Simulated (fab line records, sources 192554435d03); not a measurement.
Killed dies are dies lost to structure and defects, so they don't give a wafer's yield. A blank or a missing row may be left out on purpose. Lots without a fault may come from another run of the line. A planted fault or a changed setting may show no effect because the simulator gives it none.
One fault seen from 2 desks | flow n5_finfet | each desk has only its own numbers; what lay behind them comes last

THE TOOL OWNER'S DESK: rie_diel-05
The tool's own readings at N5_BEOL_M15_ETCH_61 (etches BARC in N2/H2, target depth 89 nm, overetch 26.7 nm, time 67.9 s): means of the sampled wafers that have a number, for each lot that ran on this tool. A lot is out of limits, marked OUT, if its mean lies more than 4 standard deviations from the usual mean; the brackets give that distance.
Columns: A = chamber_pressure_mTorr at N5_BEOL_M15_ETCH_61, usual 29.999 mTorr; B = drypump_motor_current_A at N5_BEOL_M15_ETCH_61, usual 5.9 A; C = oes_product_au at N5_BEOL_M15_ETCH_61, usual 0.69 a.u.; D = rf_vpp_V at N5_BEOL_M15_ETCH_61, usual 524.1 V; E = showerhead_plenum_p_Torr at N5_BEOL_M15_ETCH_61, usual 2.55 Torr; F = throttle_valve_pct at N5_BEOL_M15_ETCH_61, usual 17.84 %
lot  | first seen here | A      | B   | C    | D     | E    | F
L521 | day 11 15:28    | 29.973 | 6.0 | 0.68 | 525.4 | 2.59 | 17.82
L528 | day 13 04:28    | 29.973 | 5.8 | 0.70 | 524.9 | 2.57 | 17.77
L529 | day 13 21:49    | 30.028 | 5.7 | 0.72 | 525.2 | 2.58 | 17.76
L538 | day 16 01:19    | 29.984 | 6.0 | 0.72 | 525.4 | 2.58 | 17.72
This desk's finding: nothing out of limits on any of the 4 lots.

THE METROLOGY DESK
What the gauges read, lot by lot, whatever tool the lot ran on: means of the sampled wafers that have a number. A lot is out of limits, marked OUT, if its mean lies more than 4 standard deviations from the usual mean; the brackets give that distance.
Columns: A = cd_nm at N5_MIM_BOT_LITHO_CD_MEAS_08, usual 3000.6 nm
lot  | first seen here | A
L521 | day 11 23:52    | 3001.1
L522 | day 12 03:08    | 3001.7
L523 | day 12 07:19    | 3000.5
L524 | day 13 01:19    | 2999.0
L525 | day 13 01:35    | 2997.1
L526 | day 13 13:11    | 3002.0
L528 | day 13 15:04    | 3000.3
L529 | day 14 05:20    | 3001.4
L538 | day 16 10:19    | 3000.0
L542 | day 18 01:34    | 3001.7
L541 | day 18 05:37    | 3000.6
This desk's finding: nothing out of limits on any of the 11 lots.

PUT TOGETHER
The tool owner's desk saw nothing out of limits.
The metrology desk saw nothing out of limits.

WHAT THE SIMULATOR HAD PUT IN
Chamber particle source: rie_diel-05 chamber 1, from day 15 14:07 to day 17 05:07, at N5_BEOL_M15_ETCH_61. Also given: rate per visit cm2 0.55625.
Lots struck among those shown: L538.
